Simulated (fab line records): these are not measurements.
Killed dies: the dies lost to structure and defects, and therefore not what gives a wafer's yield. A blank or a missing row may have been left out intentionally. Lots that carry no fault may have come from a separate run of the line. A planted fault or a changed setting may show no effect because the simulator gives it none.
fab line records | flow n5Finfet | part 2 of 2: steps 5 to 6 of 6
record lots=22 | wafers=66 | lastDay=18
route steps=1938 shown BEOL_M0@746 BEOL_M1@766
lots that met no fault: taken from a fault-free run of the same line
startH: start of the lot's first displayed wafer, in hours after the record's first day | waitH: time in hours since the lot's previous step | " repeats the value in the row above | L1.1+2: a row that stands for several wafers | - no value present, or no start provided | * or withheld: withheld | < > ~ a bound
route shown NAME@n: NAME is a module with steps in the file, n the number in the route of the first one | usual: the fault-free wafers' mean and standard deviation | same: alike in all rows | chamber/n: place in a boat | sites: the reading at each site | _std_site: standard deviation of those values | _edge_site: outer sites' mean less inner sites' | radiusMm: for every site, how far away it sits from the centre of the wafer | mask NAME#n: copy n | behind: tool/chamber where the wafer was last shaped | hold: reason for holding the lot/hours on hold/outcome of the hold | device: the transistor (n, p or np) that didn't switch | end of line: at the end of the route, the tests of the same wafers | a step given without rows: its recipe and nothing more | killed: dies that structure and defects cost at the first sort, which is not the same as the wafer's yield | map: dies across one wafer; x = killed, . = not, _ = none there
set.NAME: the setting the step ran with; set.NAME@STEP: the setting that earlier step ran with | model.NAME: the simulator's own value behind a step, which no gauge read
one table for each step of the route and one row for each wafer, over a sample of lots
services: the hour from which a tool's chamber was out of use, counted from the record's first day as startH (under 0 if before that day), plus the number of hours and why
## steps
# step N5_BEOL_M1_ETCHBACK_99
# recipe chemistry=CHF3 | target=SiO2 | targetDepthA=50 | timeS=10.4 | sourceW=215 | biasW=47 | Ar_flow_sccm=200 | CHF3_flow_sccm=12 | ionEnergyEv=100 | pressureMtorr=30
# usual chamberPressureMTorr=30.00/0.031 | drypumpMotorCurrentA=5.7/0.31 | oesProductAu=0.76/0.094 | rfVppV=242.7/2.9 | showerheadPlenumPTorr=2.15/0.076 | throttleValvePct=17.12/0.21
lot.wafer | tool       | chamber | startH | waitH | chamberPressureMTorr | drypumpMotorCurrentA | oesProductAu | rfHoursCounterH | rfVppV | showerheadPlenumPTorr | throttleValvePct
L074.3    | rieDiel-04 | 0       | 159.34 | 0.4   | 30.04                | 5.7                  | 0.71         | 180             | 244.7  | 2.14                  | 17.43
L074.4    | "          | 1       | "      | "     | 30.01                | 5.9                  | 0.73         | 164             | 241.8  | 2.24                  | 17.00
L074.5    | "          | 3       | "      | "     | 29.97                | 5.5                  | 0.72         | -               | 245.2  | 2.03                  | 17.32
L075.3    | rieDiel-02 | 0       | 162.57 | 2.1   | 30.00                | 5.3                  | 0.71         | 184             | 242.6  | 2.03                  | 17.08
L075.4    | "          | 0       | "      | "     | 30.02                | 5.3                  | 0.71         | -               | 244.9  | 2.03                  | 17.06
L075.6    | "          | 1       | "      | "     | 29.98                | 5.8                  | 0.67         | -               | 240.5  | 2.22                  | 17.12
L080.1    | rieDiel-04 | 0       | 165.09 | 1.8   | 29.98                | 5.7                  | 0.71         | 182             | 243.7  | 2.14                  | 17.46
L080.4    | "          | 2       | "      | "     | 30.00                | 5.7                  | 0.68         | 242             | 238.5  | 2.14                  | 17.16
L080.5    | "          | 0       | "      | "     | 29.99                | 5.7                  | 0.71         | -               | 246.0  | 2.14                  | 17.46
L077.1    | rieDiel-04 | 3       | 165.45 | 2.9   | 30.03                | 5.5                  | 0.71         | 216             | 242.6  | 2.03                  | 17.34
L077.3    | "          | 2       | "      | "     | 29.99                | 5.8                  | 0.67         | 242             | 239.6  | 2.13                  | 17.14
L077.6    | "          | 0       | "      | "     | 29.96                | 5.7                  | 0.71         | -               | 245.6  | 2.14                  | 17.44
L079.1    | rieDiel-05 | 0       | 165.65 | 0.8   | 29.98                | 5.3                  | 0.73         | 170             | 244.6  | 2.15                  | 17.04
L079.3    | "          | 1       | "      | "     | 29.98                | 5.1                  | 0.86         | 37              | 239.4  | 2.19                  | 16.83
L079.5    | "          | 2       | "      | "     | 30.03                | 5.9                  | 0.74         | -               | 235.8  | 2.15                  | 16.89
L078.1    | rieDiel-04 | 2       | 170.03 | 2.8   | 29.94                | 5.8                  | 0.68         | 244             | 239.0  | 2.13                  | 17.16
L078.4    | "          | 3       | "      | "     | 29.99                | 5.5                  | 0.72         | 217             | 244.0  | 2.03                  | 17.34
L078.5    | "          | 1       | "      | "     | 29.99                | 5.9                  | 0.73         | -               | 244.6  | 2.24                  | 17.01
L081.1    | rieDiel-02 | 3       | 172.86 | 4.2   | 29.99                | 5.5                  | 0.66         | 254             | 241.8  | 2.11                  | 17.47
L081.3    | "          | 2       | "      | "     | 30.00                | 5.7                  | 0.67         | 239             | 243.1  | 2.22                  | 17.18
L081.6    | "          | 1       | "      | "     | 29.97                | 5.9                  | 0.66         | -               | 241.2  | 2.22                  | 17.12
L082.1    | rieDiel-04 | 2       | 175.64 | 6.9   | 30.01                | 5.8                  | 0.67         | 245             | 238.5  | 2.13                  | 17.16
L082.4    | "          | 3       | "      | "     | 30.02                | 5.5                  | 0.71         | 219             | 243.7  | 2.03                  | 17.34
L082.5    | "          | 1       | "      | "     | 30.02                | 6.0                  | 0.72         | -               | 244.0  | 2.24                  | 17.01
L084.2    | rieDiel-04 | 0       | 182.28 | 0.6   | 30.04                | 5.7                  | 0.70         | 187             | 244.5  | 2.14                  | 17.48
L084.5    | "          | 2       | "      | "     | 29.96                | 5.8                  | 0.67         | -               | 240.6  | 2.13                  | 17.17
L084.6    | "          | 3       | "      | "     | 29.97                | 5.5                  | 0.71         | -               | 243.8  | 2.03                  | 17.34
L083.3    | rieDiel-05 | 3       | 185.28 | 3.6   | 29.98                | 6.3                  | 0.94         | 7               | 247.9  | 2.29                  | 17.06
L083.5    | "          | 0       | "      | "     | 29.99                | 5.3                  | 0.72         | -               | 244.3  | 2.14                  | 17.05
L083.6    | "          | 3       | "      | "     | 30.02                | 6.3                  | 0.95         | -               | 245.8  | 2.29                  | 17.03
L085.2    | rieDiel-04 | 3       | 195.29 | 1.1   | 30.00                | 5.5                  | 0.71         | 224             | 243.7  | 2.03                  | 17.35
L085.3    | "          | 1       | "      | "     | 29.97                | 5.9                  | 0.71         | 175             | 244.1  | 2.24                  | 17.05
L085.5    | "          | 3       | "      | "     | 30.01                | 5.5                  | 0.71         | -               | 244.4  | 2.03                  | 17.37
L086.2    | rieDiel-05 | 3       | 202.69 | 0.1   | 30.01                | 6.3                  | 0.95         | 10              | 247.2  | 2.29                  | 17.06
L086.3    | "          | 2       | "      | "     | 29.95                | 5.9                  | 0.73         | 165             | 237.2  | 2.14                  | 16.91
L086.6    | "          | 2       | "      | "     | 30.00                | 5.9                  | 0.73         | -               | 237.1  | 2.14                  | 16.92
L087.3    | rieDiel-02 | 3       | 220.43 | 15.2  | 30.06                | 5.5                  | 0.95         | 4               | 241.6  | 2.11                  | 17.03
L087.4    | "          | 0       | "      | "     | 30.03                | 5.3                  | 0.72         | -               | 243.3  | 2.03                  | 17.08
L087.5    | "          | 3       | "      | "     | 30.01                | 5.5                  | 0.95         | -               | 241.9  | 2.11                  | 17.03
L088.1    | rieDiel-05 | 0       | 229.66 | 24.5  | 29.95                | 5.3                  | 0.72         | 183             | 246.4  | 2.14                  | 17.07
L088.2    | "          | 2       | "      | "     | 29.97                | 5.9                  | 0.73         | 168             | 236.8  | 2.14                  | 16.92
L088.3    | "          | 1       | "      | "     | 30.00                | 5.1                  | 0.84         | 50              | 241.1  | 2.18                  | 16.84
L089.1    | rieDiel-02 | 2       | 235.51 | 16.8  | 30.05                | 5.6                  | 0.96         | 2               | 241.9  | 2.21                  | 16.71
L089.3    | "          | 0       | "      | "     | 29.98                | 5.3                  | 0.71         | 197             | 243.0  | 2.03                  | 17.10
L089.5    | "          | 0       | "      | "     | 30.02                | 5.3                  | 0.71         | -               | 243.2  | 2.03                  | 17.11
L091.1    | rieDiel-04 | 2       | 235.93 | 1.0   | 30.09                | 5.8                  | 0.93         | 6               | 238.9  | 2.13                  | 16.75
L091.4    | "          | 0       | "      | "     | 30.02                | 5.7                  | 0.70         | 199             | 244.9  | 2.14                  | 17.50
L091.5    | "          | 0       | "      | "     | 29.95                | 5.7                  | 0.70         | -               | 244.8  | 2.14                  | 17.49
L092.2    | rieDiel-05 | 3       | 238.48 | 0.7   | 29.98                | 6.3                  | 0.92         | 15              | 246.9  | 2.29                  | 17.04
L092.4    | "          | 2       | "      | "     | 30.03                | 5.9                  | 0.72         | 170             | 236.6  | 2.14                  | 16.94
L092.6    | "          | 1       | "      | "     | 29.96                | 5.1                  | 0.84         | -               | 240.9  | 2.18                  | 16.83
L093.2    | rieDiel-05 | 3       | 240.91 | 0.2   | 30.05                | 6.3                  | 0.92         | 16              | 247.4  | 2.29                  | 17.04
L093.3    | "          | 0       | "      | "     | 29.99                | 5.3                  | 0.71         | 186             | 245.5  | 2.14                  | 17.09
L093.6    | "          | 2       | "      | "     | 29.98                | 5.9                  | 0.72         | -               | 236.7  | 2.14                  | 16.92
L094.1    | rieDiel-02 | 2       | 247.19 | 0.1   | 30.06                | 5.6                  | 0.95         | 5               | 242.6  | 2.21                  | 16.72
L094.2    | "          | 3       | "      | "     | 30.00                | 5.4                  | 0.92         | 11              | 242.5  | 2.10                  | 17.05
L094.4    | "          | 0       | "      | "     | 29.97                | 5.3                  | 0.70         | -               | 242.8  | 2.03                  | 17.09
L095.4    | rieDiel-04 | 1       | 253.17 | 0.2   | 29.99                | 5.9                  | 0.72         | 190             | 243.2  | 2.23                  | 17.08
L095.5    | "          | 0       | "      | "     | 29.97                | 5.7                  | 0.70         | -               | 243.8  | 2.14                  | 17.50
L095.6    | "          | 3       | "      | "     | 29.99                | 5.5                  | 0.70         | -               | 244.6  | 2.02                  | 17.38
L096.1    | rieDiel-04 | 2       | 264.06 | 8.6   | 29.98                | 5.7                  | 0.94         | 10              | 239.9  | 2.13                  | 16.78
L096.3    | "          | 3       | "      | "     | 30.00                | 5.5                  | 0.70         | 240             | 244.1  | 2.02                  | 17.39
L096.5    | "          | 0       | "      | "     | 30.02                | 5.7                  | 0.70         | -               | 244.6  | 2.14                  | 17.48
L097.2    | rieDiel-05 | 2       | 270.57 | 1.0   | 29.97                | 5.9                  | 0.72         | 176             | 237.2  | 2.14                  | 16.93
L097.3    | "          | 1       | "      | "     | 29.98                | 5.1                  | 0.83         | 59              | 240.4  | 2.18                  | 16.86
L097.6    | "          | 1       | "      | "     | 29.96                | 5.1                  | 0.83         | -               | 241.7  | 2.18                  | 16.85
# step N5_BEOL_M1_ETCH_70
# recipe chemistry=N2/H2 | target=SOC | targetDepthA=800 | overetchA=160 | maskMaterial=SiARC | tempC=40 | timeS=120 | ionEnergyEv=200 | pressureMtorr=30 | sourceW=840 | biasW=150 | n2FlowSccm=200 | h2FlowSccm=200
# usual chamberPressureMTorr=29.998/0.029 | drypumpMotorCurrentA=5.7/0.31 | oesProductAu=0.58/0.07 | rfVppV=524.1/2.5 | showerheadPlenumPTorr=2.55/0.09 | throttleValvePct=17.85/0.2
lot.wafer | tool       | chamber | startH | waitH | chamberPressureMTorr | drypumpMotorCurrentA | oesProductAu | rfHoursCounterH | rfVppV | showerheadPlenumPTorr | throttleValvePct
L074.3    | rieDiel-04 | 0       | 159.38 | 0.0   | 30.011               | 5.7                  | 0.56         | 180             | 524.6  | 2.52                  | 18.03
L074.4    | "          | 1       | "      | "     | 30.076               | 5.9                  | 0.57         | 164             | 527.4  | 2.66                  | 17.85
L074.5    | "          | 3       | "      | "     | 30.041               | 5.5                  | 0.54         | -               | 519.3  | 2.41                  | 18.13
L075.3    | rieDiel-02 | 2       | 162.60 | 0.0   | 30.058               | 5.7                  | 0.52         | 234             | 525.0  | 2.63                  | 18.01
L075.4    | "          | 1       | "      | "     | 30.002               | 5.8                  | 0.52         | -               | 525.8  | 2.63                  | 17.87
L075.6    | "          | 1       | "      | "     | 29.988               | 5.8                  | 0.52         | -               | 525.6  | 2.63                  | 17.84
L080.1    | rieDiel-04 | 0       | 165.12 | 0.0   | 30.053               | 5.7                  | 0.56         | 182             | 522.9  | 2.52                  | 18.03
L080.4    | "          | 2       | "      | "     | 30.007               | 5.8                  | 0.53         | 242             | 522.0  | 2.52                  | 17.91
L080.5    | "          | 0       | "      | "     | 29.952               | 5.7                  | 0.56         | -               | 523.0  | 2.52                  | 18.06
L077.1    | rieDiel-04 | 3       | 165.49 | 0.0   | 29.990               | 5.5                  | 0.54         | 216             | 520.5  | 2.41                  | 18.11
L077.3    | "          | 2       | "      | "     | 30.017               | 5.8                  | 0.53         | 242             | 521.7  | 2.52                  | 17.89
L077.6    | "          | 0       | "      | "     | 30.054               | 5.7                  | 0.56         | -               | 524.1  | 2.52                  | 18.05
L079.1    | rieDiel-05 | 0       | 165.69 | 0.0   | 30.012               | 5.4                  | 0.56         | 170             | 522.3  | 2.52                  | 17.65
L079.3    | "          | 1       | "      | "     | 29.967               | 5.1                  | 0.66         | 37              | 524.8  | 2.59                  | 17.56
L079.5    | "          | 2       | "      | "     | 29.927               | 5.9                  | 0.56         | -               | 524.7  | 2.53                  | 17.53
L078.1    | rieDiel-04 | 2       | 170.07 | 0.0   | 29.997               | 5.7                  | 0.53         | 244             | 522.4  | 2.52                  | 17.89
L078.4    | "          | 3       | "      | "     | 29.985               | 5.5                  | 0.54         | 217             | 521.0  | 2.41                  | 18.15
L078.5    | "          | 1       | "      | "     | 29.990               | 6.0                  | 0.56         | -               | 525.7  | 2.66                  | 17.86
L081.1    | rieDiel-02 | 3       | 172.90 | 0.0   | 30.040               | 5.5                  | 0.51         | 254             | 523.9  | 2.49                  | 18.17
L081.3    | "          | 2       | "      | "     | 29.984               | 5.7                  | 0.52         | 239             | 524.9  | 2.62                  | 18.03
L081.6    | "          | 1       | "      | "     | 30.034               | 5.8                  | 0.52         | -               | 528.1  | 2.63                  | 17.85
L082.1    | rieDiel-04 | 2       | 175.68 | 0.0   | 30.003               | 5.8                  | 0.53         | 245             | 523.5  | 2.52                  | 17.91
L082.4    | "          | 3       | "      | "     | 29.977               | 5.5                  | 0.54         | 219             | 520.3  | 2.41                  | 18.14
L082.5    | "          | 1       | "      | "     | 29.989               | 5.9                  | 0.56         | -               | 526.0  | 2.66                  | 17.87
L084.2    | rieDiel-04 | 0       | 182.32 | 0.0   | 29.996               | 5.7                  | 0.55         | 187             | 522.2  | 2.51                  | 18.06
L084.5    | "          | 2       | "      | "     | 29.975               | 5.8                  | 0.53         | -               | 521.7  | 2.52                  | 17.89
L084.6    | "          | 3       | "      | "     | 29.970               | 5.5                  | 0.55         | -               | 521.7  | 2.41                  | 18.14
L083.3    | rieDiel-05 | 3       | 185.32 | 0.0   | 30.027               | 6.3                  | 0.73         | 7               | 529.8  | 2.72                  | 17.87
L083.5    | "          | 0       | "      | "     | 29.981               | 5.3                  | 0.55         | -               | 524.0  | 2.52                  | 17.67
L083.6    | "          | 3       | "      | "     | 30.024               | 6.3                  | 0.73         | -               | 529.6  | 2.72                  | 17.89
L085.2    | rieDiel-04 | 3       | 195.32 | 0.0   | 29.991               | 5.5                  | 0.54         | 224             | 519.9  | 2.41                  | 18.13
L085.3    | "          | 1       | "      | "     | 29.998               | 6.0                  | 0.55         | 175             | 525.7  | 2.66                  | 17.88
L085.5    | "          | 3       | "      | "     | 29.962               | 5.5                  | 0.54         | -               | 521.0  | 2.41                  | 18.17
L086.2    | rieDiel-05 | 3       | 202.73 | 0.0   | 30.010               | 6.3                  | 0.72         | 10              | 528.9  | 2.72                  | 17.89
L086.3    | "          | 2       | "      | "     | 29.998               | 5.9                  | 0.56         | 165             | 523.6  | 2.52                  | 17.52
L086.6    | "          | 2       | "      | "     | 29.988               | 5.9                  | 0.56         | -               | 524.6  | 2.52                  | 17.52
L087.3    | rieDiel-02 | 3       | 220.47 | 0.0   | 30.014               | 5.5                  | 0.72         | 4               | 521.8  | 2.49                  | 17.80
L087.4    | "          | 0       | "      | "     | 30.033               | 5.3                  | 0.56         | -               | 520.7  | 2.43                  | 17.92
L087.5    | "          | 3       | "      | "     | 29.969               | 5.5                  | 0.73         | -               | 522.4  | 2.49                  | 17.80
L088.1    | rieDiel-05 | 0       | 229.69 | 0.0   | 29.942               | 5.3                  | 0.56         | 183             | 524.0  | 2.52                  | 17.66
L088.2    | "          | 2       | "      | "     | 29.966               | 5.9                  | 0.56         | 168             | 524.5  | 2.52                  | 17.54
L088.3    | "          | 1       | "      | "     | 29.993               | 5.1                  | 0.63         | 50              | 526.3  | 2.58                  | 17.60
L089.1    | rieDiel-02 | 2       | 235.54 | 0.0   | 29.981               | 5.7                  | 0.74         | 2               | 526.2  | 2.62                  | 17.60
L089.3    | "          | 0       | "      | "     | 29.974               | 5.3                  | 0.55         | 197             | 521.8  | 2.43                  | 17.92
L089.5    | "          | 0       | "      | "     | 30.023               | 5.3                  | 0.55         | -               | 521.9  | 2.43                  | 17.91
L091.1    | rieDiel-04 | 2       | 235.96 | 0.0   | 29.996               | 5.8                  | 0.72         | 6               | 522.4  | 2.51                  | 17.55
L091.4    | "          | 0       | "      | "     | 29.985               | 5.7                  | 0.55         | 199             | 523.4  | 2.51                  | 18.07
L091.5    | "          | 0       | "      | "     | 30.021               | 5.7                  | 0.55         | -               | 523.1  | 2.51                  | 18.07
L092.2    | rieDiel-05 | 3       | 238.51 | 0.0   | 29.974               | 6.3                  | 0.71         | 15              | 526.4  | 2.72                  | 17.89
L092.4    | "          | 2       | "      | "     | 29.956               | 5.9                  | 0.56         | 170             | 523.0  | 2.52                  | 17.55
L092.6    | "          | 1       | "      | "     | 29.963               | 5.1                  | 0.65         | -               | 525.5  | 2.58                  | 17.58
L093.2    | rieDiel-05 | 3       | 240.94 | 0.0   | 30.009               | 6.4                  | 0.71         | 16              | 527.5  | 2.72                  | 17.91
L093.3    | "          | 0       | "      | "     | 29.982               | 5.3                  | 0.55         | 186             | 523.9  | 2.51                  | 17.67
L093.6    | "          | 2       | "      | "     | 29.978               | 5.9                  | 0.55         | -               | 524.3  | 2.52                  | 17.54
L094.1    | rieDiel-02 | 2       | 247.22 | 0.0   | 30.026               | 5.7                  | 0.73         | 5               | 525.8  | 2.62                  | 17.60
L094.2    | "          | 3       | "      | "     | 30.015               | 5.5                  | 0.70         | 11              | 522.0  | 2.49                  | 17.79
L094.4    | "          | 0       | "      | "     | 30.002               | 5.3                  | 0.55         | -               | 521.4  | 2.43                  | 17.93
L095.4    | rieDiel-04 | 1       | 253.21 | 0.0   | 29.984               | 5.9                  | 0.54         | 190             | 526.4  | 2.65                  | 17.90
L095.5    | "          | 0       | "      | "     | 30.007               | 5.7                  | 0.55         | -               | 524.3  | 2.51                  | 18.07
L095.6    | "          | 3       | "      | "     | 29.970               | 5.5                  | 0.54         | -               | 519.3  | 2.40                  | 18.18
L096.1    | rieDiel-04 | 2       | 264.10 | 0.0   | 29.997               | 5.8                  | 0.71         | 10              | 523.8  | 2.51                  | 17.55
L096.3    | "          | 3       | "      | "     | 29.996               | 5.5                  | 0.53         | 240             | 518.4  | 2.40                  | 18.18
L096.5    | "          | 0       | "      | "     | 30.069               | 5.7                  | 0.55         | -               | 524.4  | 2.51                  | 18.08
L097.2    | rieDiel-05 | 2       | 270.60 | 0.0   | 29.989               | 5.9                  | 0.55         | 176             | 523.9  | 2.52                  | 17.57
L097.3    | "          | 1       | "      | "     | 30.005               | 5.1                  | 0.64         | 59              | 522.7  | 2.58                  | 17.60
L097.6    | "          | 1       | "      | "     | 29.969               | 5.1                  | 0.63         | -               | 525.0  | 2.58                  | 17.60
## services
tool       | chamber | startH | hours | kind
rieDiel-05 | 3       | 150.30 | -     | clean
rieDiel-05 | 3       | 150.30 | -     | consumableReplace:focusRing
rieDiel-02 | 3       | 158.29 | 9.1   | repair
cvdCo-01   | -       | 171.18 | 6.9   | pm
aldSin-04  | -       | 176.75 | 14.0  | pm
aldSin-03  | 2       | 182.84 | 6.7   | repair
rieDiel-02 | 1       | 189.70 | 2.6   | repair
rieDiel-04 | 2       | 193.49 | -     | clean
rieDiel-04 | 2       | 193.49 | -     | consumableReplace:focusRing
rieDiel-04 | 2       | 193.49 | 13.0  | scheduledDown
rieDiel-04 | 2       | 193.49 | 13.0  | ventCycle
rieDiel-04 | 0       | 207.73 | 1.7   | repair
aldSin-02  | 3       | 223.43 | 9.2   | repair
rieDiel-04 | 2       | 240.24 | 10.5  | repair
aldSin-04  | -       | 247.26 | 2.8   | pm
cvdCo-01   | -       | 254.93 | 1.0   | repair
aldSin-03  | -       | 255.99 | 6.0   | pm
aldSin-04  | 1       | 256.51 | 4.2   | repair
rieDiel-02 | -       | 257.01 | 2.8   | pm
rieDiel-02 | 3       | 261.30 | 17.6  | repair
aldSin-02  | -       | 261.90 | 1.5   | repair
aldSin-03  | 0       | 266.15 | 11.9  | repair
aldSin-03  | 1       | 267.02 | 2.7   | repair
aldSin-03  | -       | 268.78 | 14.0  | pm
